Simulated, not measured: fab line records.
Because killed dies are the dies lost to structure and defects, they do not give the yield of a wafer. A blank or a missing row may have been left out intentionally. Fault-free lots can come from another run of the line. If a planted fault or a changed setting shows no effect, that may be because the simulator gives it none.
Chamber matching	flow n5 finfet	N5_BEOL_M10_CURE_71 on uv cure-02 has 3 sister chambers
The step cures SiCOH lowk, time 240 s. 3 wafers are shown with their chamber, then 12 later ones without.

EACH WAFER AND ITS CHAMBER
wafer	chamber	lamp power pct (%)
L075.4	1	52.38
L081.6	2	52.40
L092.6	0	52.22

WAFERS WITHOUT THEIR CHAMBER
wafer	lamp power pct (%)
L092.2	52.32
L092.3	52.39
L092.5	52.32
L094.2	52.29
L094.3	52.23
L094.4	52.28
L095.1	52.34
L095.2	52.29
L095.6	52.37
L097.4	52.35
L097.5	52.25
L097.6	52.28

THE CHAMBER EACH PASSED THROUGH
wafer	from the rows above	in truth
L092.2	can't be placed: 1 or 2 or 0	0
L092.3	can't be placed: 1 or 2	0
L092.5	can't be placed: 1 or 2 or 0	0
L094.2	can't be placed: 0 or 1 or 2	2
L094.3	0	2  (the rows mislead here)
L094.4	can't be placed: 0 or 1 or 2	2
L095.1	can't be placed: 1 or 2 or 0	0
L095.2	can't be placed: 0 or 1 or 2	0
L095.6	can't be placed: 1 or 2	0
L097.4	can't be placed: 1 or 2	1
L097.5	0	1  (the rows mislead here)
L097.6	can't be placed: 0 or 1 or 2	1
0 of 12 placed correctly. These rows do not allow placing 10 (true chamber among the candidates in 8). Wrongly placed: 2.
How it was worked out, from the rows above alone: a wafer's distance from a chamber is the root of the sum, over the readings, of the square of ((its reading less the chamber's mean) divided by the reading's scatter). The wafer belongs to the nearest chamber; if the next one is less than 2 further off, it can't be placed. For every chamber, the mean is computed from those of its wafers that are shown. The scatter (one wafer shown for each chamber): square how far every hidden wafer sits from the nearest shown wafer, average those squares and take the square root.
